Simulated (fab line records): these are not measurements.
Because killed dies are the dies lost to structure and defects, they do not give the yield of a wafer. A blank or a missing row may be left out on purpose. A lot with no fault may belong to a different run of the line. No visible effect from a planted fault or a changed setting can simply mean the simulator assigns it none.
Matching of chambers | flow nand-harc | NHARC_A_STAIRCASE_ETCH_253 on rie-diel-06: 4 sister chambers
The step etches the open film in C4F8/O2, target depth 50 nm, time 20.2 s. 7 wafers are shown with their chamber, then 8 later ones without.

== WAFERS, EACH WITH ITS CHAMBER ==
wafer  | chamber | rf-vpp-V (V) | oes-product-au (a.u.)
L081.2 | 1       | 896          | 0.931
L081.3 | 2       | 892          | 0.926
L088.4 | 1       | 897          | 0.944
L090.1 | 0       | 888          | 0.961
L090.3 | 3       | 901          | 0.936
L090.5 | 3       | 902          | 0.937
L093.1 | 0       | 887          | 0.979

== WAFERS WITHOUT THEIR CHAMBER ==
wafer  | rf-vpp-V (V) | oes-product-au (a.u.)
L093.5 | 887          | 0.985
L093.6 | 902          | 0.959
L095.2 | 891          | 0.942
L095.3 | 886          | 0.969
L095.6 | 886          | 0.976
L097.2 | 902          | 0.951
L097.3 | 895          | 0.935
L097.5 | 887          | 0.968

== WHICH CHAMBER EACH ONE RAN IN ==
wafer  | from the rows above | in truth
L093.5 | 0                   | 0
L093.6 | 3                   | 3
L095.2 | 2                   | 2
L095.3 | 0                   | 0
L095.6 | 0                   | 0
L097.2 | 3                   | 3
L097.3 | 1                   | 1
L097.5 | 0                   | 0
Placed correctly: 8 of 8. From these rows, 0 cannot be placed. Placed wrongly: 0.
How it was worked out, from the rows above alone: a wafer's distance from a chamber is the root of the sum, over the readings, of the square of ((its reading less the chamber's mean) divided by the reading's scatter). If the next closest chamber is less than 2 further off than the closest, the wafer can't be placed; otherwise it belongs to the closest. For every chamber, the mean is computed from those of its wafers that are shown. The scatter: the root of (the sum of the squares of (reading less its chamber's mean) over the shown wafers, divided by (wafers less chambers)).
